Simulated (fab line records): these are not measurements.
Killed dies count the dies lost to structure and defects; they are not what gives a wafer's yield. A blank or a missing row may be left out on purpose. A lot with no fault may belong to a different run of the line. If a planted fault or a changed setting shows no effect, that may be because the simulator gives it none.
fab line records	flow nandHarc
record: lots: 24	wafers: 72	lastDay: 24
route steps=1159 shown P_GATE@190 P_CONTACT@219 P_M0@270 P_M1@300
lots that met no fault: taken from a fault-free run of the same line
startH: hours from the record's first day to the start of the lot's first wafer shown	waitH: hours since the lot's step before	" same as the row above	L1.1+2: a single row standing in for several wafers	- no value, or no start given	* or withheld: withheld	< > ~ a bound
route shown NAME@n: names a module that has steps shown in the file, with the first one's number in the route	usual: the fault-free wafers' mean and standard deviation	same: alike in all rows	chamber/n: place in a boat	sites: the reading at each site	_std_site: standard deviation of those values	_edge_site: the outer-site mean with the inner-site mean subtracted	radiusMm: how far each site lies from the wafer's centre	mask NAME#n: copy n	behind: the tool/chamber that last shaped the wafer	hold: the reason the lot was held/the length of the hold in hours/how it ended	device: the n, p or np transistor that did not switch	end of line: tests of these same wafers at the route's end	a step without rows: its recipe alone	killed: count of dies lost to structure and defects at first sort (not the wafer's yield)	map: dies across one wafer; x = killed, . = not, _ = none there
set.NAME: the setting as run; set.NAME@STEP: as run at that earlier step	model.NAME: the simulator's own value behind a step, which no gauge read
one table for each step of the route and one row for each wafer, over a sample of lots
services: a tool's chamber out of use, with start hour (startH, from the record's first day; less than 0 if before it), hours out, and reason
== steps ==
step: NHARC_P_GATE_STRIP_76
recipe: powerW: 1500	tempC: 250	chemistry: O2
usual: drypumpMotorCurrentA: 5.74/0.29	heaterPowerW: 335/36
lot.wafer	tool	chamber	startH	waitH	drypumpMotorCurrentA	heaterPowerW	rfHoursCounterH
L074.1	plasmaAsher-02	1	108.07	0.2	6.21	320	28
L074.3	"	0	"	"	5.65	402	-
L074.6	"	1	"	"	6.23	313	-
L075.3	plasmaAsher-01	1	114.23	0.1	5.42	312	-
L075.5	"	0	"	"	5.69	329	-
L075.6	"	1	"	"	5.44	316	-
L076.2	plasmaAsher-02	0	115.11	0.2	5.61	402	30
L076.4	"	0	"	"	5.60	391	-
L076.5	"	1	"	"	6.23	316	-
L077.2	plasmaAsher-01	1	129.34	0.2	5.42	310	5
L077.4	"	0	"	"	5.74	326	-
L077.6	"	0	"	"	5.69	323	-
L078.1	plasmaAsher-01	1	129.85	0.2	5.42	310	6
L078.4	"	1	"	"	5.40	314	-
L078.6	"	0	"	"	5.70	314	-
L080.1	plasmaAsher-02	0	135.78	0.2	5.64	401	36
L080.2	"	1	"	"	6.25	314	36
L080.6	"	0	"	"	5.61	396	-
L079.1	plasmaAsher-01	1	136.16	0.2	5.44	311	8
L079.4	"	1	"	"	5.45	307	-
L079.6	"	1	"	"	5.43	312	-
L081.2	plasmaAsher-02	1	148.80	0.2	6.21	309	39
L081.3	"	1	"	"	6.20	314	-
L081.4	"	0	"	"	5.62	392	-
L082.4	plasmaAsher-02	0	156.50	0.2	5.64	391	-
L082.3	"	1	"	"	6.22	313	-
L082.6	"	0	"	"	5.63	404	-
L083.1	plasmaAsher-01	0	156.93	0.2	5.70	314	14
L083.5	"	0	"	"	5.71	318	-
L083.6	"	1	"	"	5.42	320	-
L084.1	plasmaAsher-01	1	168.35	0.2	5.45	310	18
L084.6	"	0	"	"	5.74	315	-
L084.5	"	1	"	"	5.43	305	-
L085.2	plasmaAsher-01	0	170.06	0.2	5.71	319	19
L085.4	"	0	"	"	5.74	322	-
L085.6	"	1	"	"	5.42	310	-
L087.4	plasmaAsher-02	0	181.58	0.2	5.63	402	-
L087.3	"	1	"	"	6.22	318	-
L087.5	"	1	"	"	6.21	320	-
L086.2	plasmaAsher-01	0	184.21	0.2	5.76	308	28
L086.1	"	1	"	"	5.41	320	28
L086.3	"	0	"	"	5.79	329	-
L088.1	plasmaAsher-01	1	191.44	0.2	5.43	309	35
L088.4	"	1	"	"	5.39	307	-
L088.6	"	0	"	"	5.68	321	-
L089.4	plasmaAsher-02	0	195.03	0.2	5.60	393	-
L089.3	"	1	"	"	6.20	303	-
L089.6	"	0	"	"	5.60	393	-
L092.1	plasmaAsher-01	1	202.27	0.2	5.42	313	45
L092.4	"	0	"	"	5.73	314	-
L092.5	"	1	"	"	5.47	302	-
L090.2	plasmaAsher-02	1	202.86	0.2	6.21	318	4
L090.4	"	1	"	"	6.23	308	-
L090.5	"	0	"	"	5.63	403	-
L091.3	plasmaAsher-01	0	203.17	0.2	5.70	321	-
L091.4	"	1	"	"	5.43	309	-
L091.5	"	1	"	"	5.43	313	-
L094.2	plasmaAsher-02	0	216.67	0.2	5.65	389	9
L094.1	"	1	"	"	6.22	307	9
L094.3	"	0	"	"	5.63	399	-
L093.2	plasmaAsher-02	1	217.00	0.2	6.21	315	10
L093.1	"	0	"	"	5.63	395	10
L093.5	"	1	"	"	6.22	312	-
L095.2	plasmaAsher-02	0	227.36	0.2	5.63	393	12
L095.5	"	0	"	"	5.60	396	-
L095.6	"	1	"	"	6.22	310	-
L096.1	plasmaAsher-01	0	234.74	0.2	5.69	323	54
L096.3	"	1	"	"	5.42	314	-
L096.5	"	1	"	"	5.44	311	-
L097.1	plasmaAsher-02	0	249.12	0.2	5.61	413	21
L097.6	"	1	"	"	6.21	306	-
L097.5	"	0	"	"	5.64	390	-
step: NHARC_P_GATE_RTA_64
recipe: tempC: 1050	timeS: 1
usual: lampPowerPct: 33.7/0.56	lamp_zone_2_pct: 33.7/0.56	wafer_temp_C_max: 1056.3/1.5
lot.wafer	tool	chamber	startH	waitH	lampPowerPct	lamp_zone_2_pct	wafer_temp_C_max
L074.1	rtpAnneal-02	0	110.81	-	34.5	34.5	1054.9
L074.3	"	0	"	"	34.5	34.5	1054.9
L074.6	"	0	"	"	34.5	34.5	1057.3
L075.3	rtpAnneal-02	0	117.07	-	34.5	34.5	1053.9
L075.5	"	0	"	"	34.5	34.5	1055.1
L075.6	"	0	"	"	34.5	34.5	1055.6
L076.2	rtpAnneal-02	0	117.86	-	34.6	34.5	1054.5
L076.4	"	0	"	"	34.5	34.5	1054.4
L076.5	"	0	"	"	34.5	34.5	1054.3
L077.2	rtpAnneal-01	0	131.99	-	33.3	33.3	1056.9
L077.4	"	0	"	"	33.3	33.3	1058.1
L077.6	"	0	"	"	33.3	33.4	1060.1
L078.1	rtpAnneal-01	0	132.69	-	33.3	33.4	1056.3
L078.4	"	0	"	"	33.4	33.3	1055.2
L078.6	"	0	"	"	33.3	33.4	1057.4
L080.1	rtpAnneal-01	0	138.50	-	33.4	33.4	1055.9
L080.2	"	0	"	"	33.3	33.3	1057.4
L080.6	"	0	"	"	33.3	33.3	1059.9
L079.1	rtpAnneal-01	0	138.90	-	33.3	33.3	1056.1
L079.4	"	0	"	"	33.3	33.3	1055.0
L079.6	"	0	"	"	33.3	33.3	1058.5
L081.2	rtpAnneal-01	0	151.57	-	33.3	33.2	1058.3
L081.3	"	0	"	"	33.3	33.2	1056.6
L081.4	"	0	"	"	33.2	33.3	1056.4
L082.3	rtpAnneal-02	0	159.16	-	34.5	34.5	1054.8
L082.4	"	0	"	"	34.5	34.5	1056.0
L082.6	"	0	"	"	34.5	34.5	1055.6
L083.1	rtpAnneal-01	0	159.73	-	33.3	33.3	1058.1
L083.5	"	0	"	"	33.2	33.3	1056.5
L083.6	"	0	"	"	33.3	33.2	1059.5
L084.1	rtpAnneal-01	0	171.41	-	33.3	33.3	1056.2
L084.5	"	0	"	"	33.3	33.3	1056.6
L084.6	"	0	"	"	33.3	33.3	1056.5
L085.2	rtpAnneal-01	0	172.95	-	33.2	33.3	1056.8
L085.4	"	0	"	"	33.3	33.2	1057.6
L085.6	"	0	"	"	33.3	33.2	1057.9
L087.3	rtpAnneal-01	0	184.22	-	33.3	33.3	1055.5
L087.4	"	0	"	"	33.3	33.4	1056.0
L087.5	"	0	"	"	33.3	33.4	1055.5
L086.1	rtpAnneal-01	0	187.52	-	33.4	33.3	1057.4
L086.2	"	0	"	"	33.3	33.3	1058.2
L086.3	"	0	"	"	33.3	33.3	1055.7
L088.1	rtpAnneal-01	0	194.66	-	33.2	33.3	1059.8
L088.4	"	0	"	"	33.3	33.3	1056.9
L088.6	"	0	"	"	33.3	33.3	1056.7
L089.3	rtpAnneal-01	0	198.01	-	33.3	33.3	1054.9
L089.4	"	0	"	"	33.3	33.3	1057.3
L089.6	"	0	"	"	33.3	33.4	1057.3
L092.1	rtpAnneal-01	0	205.05	-	33.4	33.3	1057.9
L092.4	"	0	"	"	33.3	33.3	1055.2
L092.5	"	0	"	"	33.3	33.2	1058.0
L090.2	rtpAnneal-01	0	205.81	-	33.3	33.2	1058.3
L090.4	"	0	"	"	33.3	33.2	1057.2
L090.5	"	0	"	"	33.3	33.3	1057.3
L091.3	rtpAnneal-01	0	206.13	-	33.3	33.3	1058.0
L091.4	"	0	"	"	33.3	33.3	1057.7
L091.5	"	0	"	"	33.3	33.3	1058.1
L094.1	rtpAnneal-02	0	219.31	-	34.5	34.5	1055.2
L094.2	"	0	"	"	34.5	34.5	1055.8
L094.3	"	0	"	"	34.4	34.5	1055.7
L093.1	rtpAnneal-02	0	219.91	-	34.4	34.4	1055.6
L093.2	"	0	"	"	34.4	34.4	1053.8
L093.5	"	0	"	"	34.4	34.4	1056.0
L095.2	rtpAnneal-02	0	230.11	-	34.4	34.5	1054.6
L095.5	"	0	"	"	34.5	34.5	1056.6
L095.6	"	0	"	"	34.4	34.4	1054.3
L096.1	rtpAnneal-01	0	237.58	-	33.4	33.3	1056.2
L096.3	"	0	"	"	33.4	33.3	1055.7
L096.5	"	0	"	"	33.3	33.3	1057.5
L097.1	rtpAnneal-02	0	251.72	-	34.4	34.4	1056.6
L097.5	"	0	"	"	34.5	34.5	1055.2
L097.6	"	0	"	"	34.4	34.4	1055.6
step: NHARC_P_CONTACT_CMP_01
recipe: targetThkNm: 200	material: SiO2
usual: motorCurrentA: 12.2/0.95	retainingRingPressureFrac: 1.001/0.0053
lot.wafer	tool	chamber	startH	waitH	motorCurrentA	retainingRingPressureFrac
L074.1	cmp-01	0	112.88	-	12.0	1.002
L074.3	"	1	"	"	13.4	1.000
L074.6	"	3	"	"	12.6	1.006
L075.3	cmp-02	2	119.36	-	12.2	0.999
L075.5	"	2	"	"	11.7	0.992
L075.6	"	3	"	"	11.6	1.003
L076.2	cmp-04	0	119.90	-	11.2	1.005
L076.4	"	1	"	"	13.5	1.001
L076.5	"	3	"	"	10.6	1.008
L077.4	cmp-02	0	134.27	-	10.8	0.999
L077.2	"	1	"	"	12.9	0.998
L077.6	"	2	"	"	10.8	1.010
L078.4	cmp-04	0	134.90	-	11.4	1.005
L078.1	"	1	"	"	13.5	1.001
L078.6	"	0	"	"	11.8	1.004
L080.2	cmp-04	2	140.64	-	12.4	1.007
L080.1	"	0	"	"	12.4	0.994
L080.6	"	3	"	"	11.2	0.994
L079.4	cmp-02	3	141.10	-	12.2	1.006
L079.1	"	0	"	"	11.2	0.994
L079.6	"	3	"	"	11.7	1.010
L081.3	cmp-02	1	153.79	-	13.5	1.005
L081.2	"	2	"	"	11.4	1.004
L081.4	"	0	"	"	11.1	0.994
L082.3	cmp-04	1	161.21	-	13.1	1.001
L082.4	"	3	"	"	11.3	1.001
L082.6	"	2	"	"	12.1	0.996
L083.1	cmp-02	0	162.04	-	10.5	0.995
L083.6	"	1	"	"	13.4	1.001
L083.5	"	2	"	"	11.5	1.008
L084.1	cmp-02	1	173.46	-	13.2	1.007
L084.5	"	1	"	"	13.6	1.006
L084.6	"	2	"	"	11.3	0.997
L085.2	cmp-02	1	175.26	-	13.0	0.987
L085.4	"	3	"	"	11.8	0.997
L085.6	"	1	"	"	13.6	0.991
L087.4	cmp-02	0	186.25	-	11.1	1.007
L087.3	"	2	"	"	11.7	1.000
L087.5	"	0	"	"	11.2	1.002
L086.2	cmp-04	0	189.57	-	12.3	0.991
L086.3	"	1	"	"	12.9	1.006
L086.1	"	2	"	"	12.3	1.010
L088.1	cmp-01	0	196.78	-	12.6	0.997
L088.4	"	1	"	"	13.4	0.997
L088.6	"	2	"	"	13.6	1.000
L089.3	cmp-02	0	200.00	-	11.4	0.997
L089.4	"	1	"	"	13.3	0.995
L089.6	"	1	"	"	13.7	0.999
L092.4	cmp-01	1	207.25	-	14.0	1.003
L092.1	"	3	"	"	12.8	1.001
L092.5	"	1	"	"	13.9	0.998
L090.2	cmp-01	0	208.00	-	11.1	0.993
L090.4	"	3	"	"	12.3	0.987
L090.5	"	1	"	"	13.4	0.999
L091.4	cmp-04	0	208.17	-	12.6	1.004
L091.3	"	3	"	"	10.9	1.003
L091.5	"	0	"	"	12.5	1.003
L094.2	cmp-02	1	221.64	-	13.0	1.008
L094.3	"	3	"	"	12.5	1.001
L094.1	"	0	"	"	11.3	0.996
L093.2	cmp-01	3	222.14	-	13.5	1.006
L093.1	"	1	"	"	13.5	0.996
L093.5	"	3	"	"	12.6	1.004
L095.2	cmp-04	2	232.57	0.5	12.9	1.009
L095.6	"	2	"	"	12.0	1.010
L095.5	"	3	"	"	10.8	0.998
L096.3	cmp-01	0	239.63	-	11.7	0.998
L096.1	"	3	"	"	13.2	0.996
L096.5	"	0	"	"	12.1	0.999
L097.1	cmp-02	1	253.81	-	13.2	1.017
L097.5	"	0	"	"	11.6	0.997
L097.6	"	1	"	"	13.2	1.011
step: NHARC_P_M0_STRIP_18
recipe: powerW: 1000	n2FlowSccm: 150	h2FlowSccm: 150	arFlowSccm: 0	biasW: 0	chemistry: N2/H2
usual: drypumpMotorCurrentA: 5.7/0.48	oesProductAu: 0.999/0.0076	rfVppV: 90.8/1	showerheadPlenumPTorr: 2.07/0.093	throttleValvePct: 14.171/0.0092
lot.wafer	tool	chamber	startH	waitH	drypumpMotorCurrentA	oesProductAu	rfHoursCounterH	rfVppV	showerheadPlenumPTorr	throttleValvePct
L074.3	rieDiel-06	0	124.92	0.1	5.4	0.983	2	89.7	1.91	14.176
L074.1	"	2	"	"	5.8	0.994	2	91.9	2.17	14.171
L074.6	"	0	"	"	5.4	0.984	-	89.3	1.91	14.165
L075.3	rieDiel-13	2	131.18	0.1	6.3	1.013	2	91.4	2.20	14.153
L075.5	"	3	"	"	5.8	1.005	-	90.6	2.09	14.191
L075.6	"	0	"	"	4.7	1.001	-	90.0	2.02	14.164
L076.4	rieDiel-13	2	131.63	0.1	6.3	1.003	2	90.7	2.20	14.165
L076.2	"	1	"	"	5.9	0.998	2	90.6	2.04	14.173
L076.5	"	3	"	"	5.8	0.997	-	90.8	2.09	14.180
L077.4	rieDiel-06	2	142.05	0.1	5.8	1.004	4	90.3	2.17	14.169
L077.2	"	1	"	"	5.6	1.019	3	90.8	1.93	14.163
L077.6	"	3	"	"	5.7	1.003	-	91.6	2.10	14.172
L078.1	rieDiel-06	3	142.64	0.1	5.7	0.998	4	90.9	2.10	14.173
L078.4	"	1	"	"	5.6	1.010	3	89.4	1.93	14.156
L078.6	"	2	"	"	5.8	1.005	-	89.5	2.17	14.174
L080.2	rieDiel-06	1	147.51	0.1	5.6	1.016	3	90.3	1.93	14.169
L080.1	"	2	"	"	5.8	0.993	4	91.7	2.17	14.168
L080.6	"	2	"	"	5.8	1.001	-	90.9	2.17	14.169
L079.1	rieDiel-13	1	147.95	0.1	5.9	0.996	3	90.5	2.04	14.165
L079.4	"	2	"	"	6.3	1.008	4	92.7	2.20	14.181
L079.6	"	0	"	"	4.7	1.006	-	89.0	2.02	14.162
L081.4	rieDiel-13	3	164.40	0.1	5.8	0.993	5	92.3	2.09	14.176
L081.3	"	1	"	"	5.9	0.997	5	91.5	2.04	14.159
L081.2	"	2	"	"	6.3	1.015	5	91.4	2.20	14.168
L082.4	rieDiel-13	0	167.10	0.1	4.7	1.006	5	91.7	2.02	14.177
L082.3	"	2	"	"	6.3	1.009	5	90.8	2.20	14.174
L082.6	"	0	"	"	4.6	0.996	-	90.7	2.02	14.165
L083.1	rieDiel-13	1	167.98	0.1	5.9	0.994	5	92.4	2.04	14.179
L083.5	"	0	"	"	4.7	0.999	-	90.9	2.02	14.179
L083.6	"	1	"	"	5.9	0.996	-	89.6	2.04	14.165
L084.1	rieDiel-13	0	181.85	0.1	4.7	0.989	7	90.8	2.02	14.169
L084.5	"	3	"	"	5.8	1.002	-	91.4	2.09	14.183
L084.6	"	0	"	"	4.7	0.992	-	89.6	2.02	14.163
L085.4	rieDiel-13	0	182.63	0.1	4.7	0.994	7	90.7	2.02	14.170
L085.2	"	1	"	"	5.9	0.997	7	91.7	2.04	14.162
L085.6	"	1	"	"	5.9	0.998	-	88.9	2.04	14.153
L087.3	rieDiel-13	3	192.22	0.1	5.8	0.993	8	92.0	2.09	14.152
L087.4	"	1	"	"	5.9	1.006	9	91.7	2.04	14.168
L087.5	"	2	"	"	6.3	1.006	-	90.8	2.20	14.186
L086.2	rieDiel-13	2	198.55	0.1	6.3	0.997	9	93.5	2.20	14.175
L086.3	"	3	"	"	5.8	0.998	9	92.0	2.09	14.167
L086.1	"	0	"	"	4.7	0.990	9	89.7	2.02	14.184
L088.1	rieDiel-13	1	206.60	0.1	5.9	0.993	10	91.6	2.03	14.178
L088.4	"	2	"	"	6.3	1.002	10	91.9	2.20	14.174
L088.6	"	0	"	"	4.7	0.990	-	90.5	2.02	14.159
L089.4	rieDiel-13	2	209.20	0.1	6.3	1.002	10	92.6	2.20	14.180
L089.3	"	3	"	"	5.8	0.990	10	89.2	2.09	14.171
L089.6	"	1	"	"	5.9	0.993	-	90.7	2.03	14.176
L090.4	rieDiel-09	0	218.38	0.1	6.3	1.000	11	90.6	1.92	14.171
L090.2	"	2	"	"	6.0	0.983	12	91.0	2.19	14.190
L090.5	"	0	"	"	6.2	1.008	-	90.2	1.92	14.174
L092.1	rieDiel-06	3	218.55	0.1	5.8	1.006	16	90.5	2.10	14.172
L092.4	"	1	"	"	5.6	1.024	15	90.3	1.93	14.178
L092.5	"	3	"	"	5.8	1.013	-	91.2	2.10	14.175
L091.4	rieDiel-09	2	219.08	0.1	6.0	0.986	12	92.9	2.19	14.162
L091.3	"	3	"	"	5.8	1.002	13	92.4	2.21	14.158
L091.5	"	1	"	"	6.0	0.998	-	90.9	2.14	14.168
L094.1	rieDiel-09	0	229.71	0.1	6.2	0.999	12	90.4	1.92	14.172
L094.3	"	1	"	"	6.0	1.001	12	92.0	2.14	14.160
L094.2	"	3	"	"	5.8	0.998	13	91.8	2.21	14.176
L093.2	rieDiel-06	3	231.06	0.1	5.7	1.005	17	92.1	2.10	14.157
L093.1	"	1	"	"	5.6	1.012	16	90.6	1.93	14.175
L093.5	"	3	"	"	5.7	1.008	-	91.5	2.10	14.157
L095.2	rieDiel-06	3	238.17	0.1	5.8	1.003	17	91.7	2.10	14.152
L095.6	"	2	"	"	5.8	1.003	-	91.6	2.17	14.183
L095.5	"	3	"	"	5.7	0.995	-	90.6	2.10	14.168
L096.3	rieDiel-13	2	248.02	0.1	6.3	0.994	12	91.7	2.20	14.175
L096.1	"	3	"	"	5.8	1.008	12	90.2	2.08	14.174
L096.5	"	1	"	"	5.9	0.997	-	89.9	2.03	14.177
L097.1	rieDiel-06	2	261.68	0.1	5.8	0.993	1	91.7	2.16	14.191
L097.5	"	1	"	"	5.6	1.001	-	91.4	1.93	14.181
L097.6	"	2	"	"	5.8	1.001	-	90.8	2.16	14.177
step: NHARC_P_M0_PVD_21
recipe: targetThkA: 300	chamberPressurePa: 5	powerW: 5000	substrateTempC: 30	timeS: 20.49	material: Cu
usual: throttleValvePct: 30.7/1.2
lot.wafer	tool	chamber	startH	waitH	throttleValvePct
L074.1	pvdSputter-01	-	-	-	29.2
L074.3	"	-	"	"	28.6
L074.6	"	-	"	"	28.5
L075.3	pvdSputter-01	-	-	-	28.6
L075.5	"	-	"	"	31.8
L075.6	"	-	"	"	29.3
L076.4	pvdSputter-01	-	-	-	29.6
L076.2	"	-	"	"	28.4
L076.5	"	-	"	"	28.6
L077.2	pvdSputter-02	-	-	-	31.1
L077.4	"	-	"	"	31.5
L077.6	"	-	"	"	30.7
L078.4	pvdSputter-02	-	-	-	31.1
L078.1	"	-	"	"	32.6
L078.6	"	-	"	"	31.1
L080.1	pvdSputter-02	-	-	-	31.1
L080.2	"	-	"	"	32.4
L080.6	"	-	"	"	31.4
L079.4	pvdSputter-03	-	-	-	30.0
L079.1	"	-	"	"	31.5
L079.6	"	-	"	"	29.6
L081.4	pvdSputter-02	-	-	-	30.8
L081.3	"	-	"	"	31.7
L081.2	"	-	"	"	32.6
L082.4	pvdSputter-03	-	-	-	31.5
L082.3	"	-	"	"	29.6
L082.6	"	-	"	"	30.2
L083.1	pvdSputter-01	-	-	-	28.9
L083.6	"	-	"	"	29.6
L083.5	"	-	"	"	29.0
L084.1	pvdSputter-02	-	-	-	32.5
L084.6	"	-	"	"	31.1
L084.5	"	-	"	"	31.6
L085.4	pvdSputter-01	-	-	-	32.2
L085.2	"	-	"	"	29.4
L085.6	"	-	"	"	32.1
L087.4	pvdSputter-01	-	-	-	32.0
L087.3	"	-	"	"	29.1
L087.5	"	-	"	"	32.5
L086.1	pvdSputter-02	-	-	-	31.6
L086.2	"	-	"	"	32.8
L086.3	"	-	"	"	30.8
L088.4	pvdSputter-01	-	-	-	29.0
L088.1	"	-	"	"	29.4
L088.6	"	-	"	"	31.9
L089.3	pvdSputter-01	-	-	-	32.0
L089.4	"	-	"	"	29.7
L089.6	"	-	"	"	32.4
L090.4	pvdSputter-01	-	-	-	31.8
L090.2	"	-	"	"	32.3
L090.5	"	-	"	"	32.0
L092.1	pvdSputter-03	-	-	-	30.1
L092.4	"	-	"	"	31.5
L092.5	"	-	"	"	29.8
L091.4	pvdSputter-01	-	-	-	32.1
L091.3	"	-	"	"	32.4
L091.5	"	-	"	"	29.3
L094.2	pvdSputter-01	-	-	-	29.1
L094.1	"	-	"	"	32.3
L094.3	"	-	"	"	29.4
L093.1	pvdSputter-03	-	-	-	31.5
L093.2	"	-	"	"	30.2
L093.5	"	-	"	"	29.7
L095.2	pvdSputter-03	-	-	-	29.8
L095.6	"	-	"	"	30.1
L095.5	"	-	"	"	31.4
L096.1	pvdSputter-03	-	-	-	31.4
L096.3	"	-	"	"	30.0
L096.5	"	-	"	"	31.7
L097.1	pvdSputter-03	-	-	-	31.3
L097.5	"	-	"	"	29.8
L097.6	"	-	"	"	30.0
step: NHARC_P_M1_ETCH_15
recipe: targetDepthA: 1825	timeS: 91.2	c4f8FlowSccm: withheld	arFlowSccm: 400	rfW: 600	biasW: 300	chemistry: C4F8/Ar
usual: oesProductAu: 0.955/0.021	rfVppV: 441.8/2.3
lot.wafer	tool	chamber	startH	waitH	oesProductAu	rfHoursCounterH	rfVppV
L074.1	rieDiel-12	3	-	-	0.957	6.6	439.8
L074.3	"	1	"	"	0.993	5.9	439.2
L074.6	"	0	"	"	0.967	-	442.8
L075.3	rieDiel-12	3	-	-	0.961	7.0	441.8
L075.5	"	1	"	"	0.961	-	440.4
L075.6	"	2	"	"	0.960	-	439.8
L076.4	rieDiel-12	3	-	-	0.923	7.1	440.8
L076.2	"	0	"	"	0.941	6.7	446.0
L076.5	"	2	"	"	0.938	-	438.8
L077.4	rieDiel-03	3	-	-	0.933	2.1	441.7
L077.2	"	0	"	"	0.920	1.9	441.8
L077.6	"	1	"	"	0.935	-	441.0
L078.4	rieDiel-12	2	-	-	0.917	7.2	440.4
L078.1	"	3	"	"	0.903	7.9	441.2
L078.6	"	2	"	"	0.918	-	439.5
L080.1	rieDiel-01	1	-	-	0.951	0.2	441.5
L080.2	"	0	"	"	0.964	0.2	444.2
L080.6	"	1	"	"	0.956	-	443.2
L079.1	rieDiel-01	0	-	-	0.965	0.3	446.9
L079.4	"	2	"	"	0.960	-	444.0
L079.6	"	0	"	"	0.974	-	445.8
L081.4	rieDiel-01	0	-	-	0.982	0.7	446.6
L081.2	"	1	"	"	0.969	0.8	441.3
L081.3	"	2	"	"	0.979	0.7	443.5
L082.3	rieDiel-03	3	-	-	0.944	2.7	441.9
L082.4	"	0	"	"	0.920	2.6	442.3
L082.6	"	0	"	"	0.916	-	441.1
L083.1	rieDiel-03	1	-	-	0.958	2.9	440.5
L083.5	"	0	"	"	0.947	-	441.2
L083.6	"	1	"	"	0.962	-	440.8
L084.1	rieDiel-12	2	-	-	0.977	8.3	441.2
L084.6	"	1	"	"	0.968	-	439.7
L084.5	"	2	"	"	0.965	-	440.1
L085.4	rieDiel-03	0	-	-	0.957	3.1	441.3
L085.2	"	1	"	"	0.969	3.3	440.5
L085.6	"	3	"	"	0.994	-	441.9
L087.3	rieDiel-03	3	-	-	0.930	3.3	441.9
L087.4	"	1	"	"	0.923	3.6	439.8
L087.5	"	3	"	"	0.924	-	439.4
L086.3	rieDiel-03	3	-	-	0.943	3.5	439.5
L086.2	"	0	"	"	0.926	3.5	440.3
L086.1	"	1	"	"	0.928	3.7	440.6
L088.4	rieDiel-03	0	-	-	0.968	3.7	441.9
L088.1	"	1	"	"	0.965	3.8	440.4
L088.6	"	2	"	"	0.969	-	444.2
L089.3	rieDiel-01	3	-	-	0.947	4.8	437.5
L089.4	"	0	"	"	0.971	4.5	445.0
L089.6	"	0	"	"	0.974	-	446.1
L090.2	rieDiel-12	2	-	-	0.989	0.5	438.3
L090.4	"	0	"	"	0.963	0.7	443.6
L090.5	"	3	"	"	0.966	-	441.9
L092.1	rieDiel-01	1	-	-	0.962	5.6	443.7
L092.4	"	1	"	"	0.954	-	442.8
L092.5	"	0	"	"	0.959	-	444.3
L091.3	rieDiel-01	3	-	-	0.948	5.9	435.9
L091.4	"	1	"	"	0.959	-	441.1
L091.5	"	3	"	"	0.959	-	435.9
L094.3	rieDiel-12	0	-	-	0.988	1.2	444.6
L094.1	"	2	"	"	0.978	1.2	439.5
L094.2	"	3	"	"	0.968	1.4	441.3
L093.1	rieDiel-03	1	-	-	0.937	0.3	439.7
L093.2	"	2	"	"	0.932	0.3	444.5
L093.5	"	2	"	"	0.935	-	444.6
L095.2	rieDiel-03	1	-	-	0.963	0.4	441.3
L095.6	"	0	"	"	0.978	-	442.1
L095.5	"	1	"	"	0.951	-	441.3
L096.1	rieDiel-01	1	-	-	0.940	8.5	442.6
L096.3	"	2	"	"	0.941	6.4	442.5
L096.5	"	0	"	"	0.935	-	445.9
L097.1	rieDiel-03	3	-	-	0.982	0.9	442.0
L097.6	"	3	"	"	0.991	-	441.7
L097.5	"	0	"	"	0.967	-	440.8
== services ==
tool	chamber	startH	hours	kind
cmp-04	-	89.15	2.3	repair
rieDiel-13	-	99.00	9.0	pm
plasmaAsher-01	-	99.46	9.0	pm
pvdSputter-03	-	102.00	10.0	pm
rieDiel-06	-	105.20	0.6	repair
cmp-04	-	110.49	4.0	pm
cmp-02	-	112.48	1.1	repair
cmp-02	-	131.34	1.6	repair
rieDiel-01	-	137.90	9.0	pm
rieDiel-03	0	141.63	4.3	repair
rieDiel-06	1	148.64	8.7	repair
rieDiel-12	3	154.02	6.5	repair
cmp-02	-	157.92	4.0	pm
pvdSputter-01	-	158.05	10.0	pm
rieDiel-06	2	169.56	37.4	repair
plasmaAsher-02	-	183.00	9.0	pm
plasmaAsher-02	-	196.08	6.0	repair
rieDiel-03	-	215.30	9.0	pm
plasmaAsher-01	-	227.17	6.5	repair
rieDiel-06	1	234.73	7.2	repair
rieDiel-06	3	239.00	14.3	repair
plasmaAsher-01	-	240.88	2.7	repair
rieDiel-06	-	241.20	9.0	pm
cmp-02	-	255.92	4.0	pm
== key ==
fault none
